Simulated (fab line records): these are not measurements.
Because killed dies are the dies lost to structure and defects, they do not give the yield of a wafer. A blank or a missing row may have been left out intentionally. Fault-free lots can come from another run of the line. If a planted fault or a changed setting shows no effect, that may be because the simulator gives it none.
Matching of chambers	flow n5Finfet	rieDiel-05 running N5_BEOL_M2_VIA_ETCH_34: 4 sister chambers
The step etches the open film in C4F6/O2, target depth 69.4 nm, time 65.9 s. 8 wafers are shown with their chamber, then 10 later ones without.

WAFERS WITH THEIR CHAMBER
wafer	chamber	rfVppV (V)	showerheadPlenumPTorr (Torr)
L080.1	1	681	2.89
L083.4	0	676	2.87
L083.5	3	657	2.97
L084.3	2	680	2.93
L084.4	3	657	2.97
L084.6	2	678	2.93
L086.2	1	680	2.88
L086.3	0	676	2.87

WAFERS MISSING THEIR CHAMBER
wafer	rfVppV (V)	showerheadPlenumPTorr (Torr)
L086.5	656	2.97
L087.3	676	2.87
L087.4	657	2.97
L087.5	656	2.97
L092.1	681	2.87
L092.3	673	2.86
L092.4	655	2.96
L094.1	657	2.96
L094.2	678	2.92
L094.3	680	2.87

CHAMBER TAKEN BY EACH
wafer	from the rows above	in truth
L086.5	3	3
L087.3	0	0
L087.4	3	3
L087.5	3	3
L092.1	1	1
L092.3	0	0
L092.4	3	3
L094.1	3	3
L094.2	2	2
L094.3	can't be placed: 1 or 0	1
9 of 10 placed correctly. These rows do not allow placing 1 (true chamber among the candidates in 1). 0 placed wrongly.
How it was worked out, from the rows above alone: a wafer's distance from a chamber is the root of the sum, over the readings, of the square of ((its reading less the chamber's mean) divided by the reading's scatter). The wafer belongs to the nearest chamber; if the next one is less than 2 further off, it can't be placed. For every chamber, the mean is computed from those of its wafers that are shown. The scatter: the root of (the sum of the squares of (reading less its chamber's mean) over the shown wafers, divided by (wafers less chambers)).
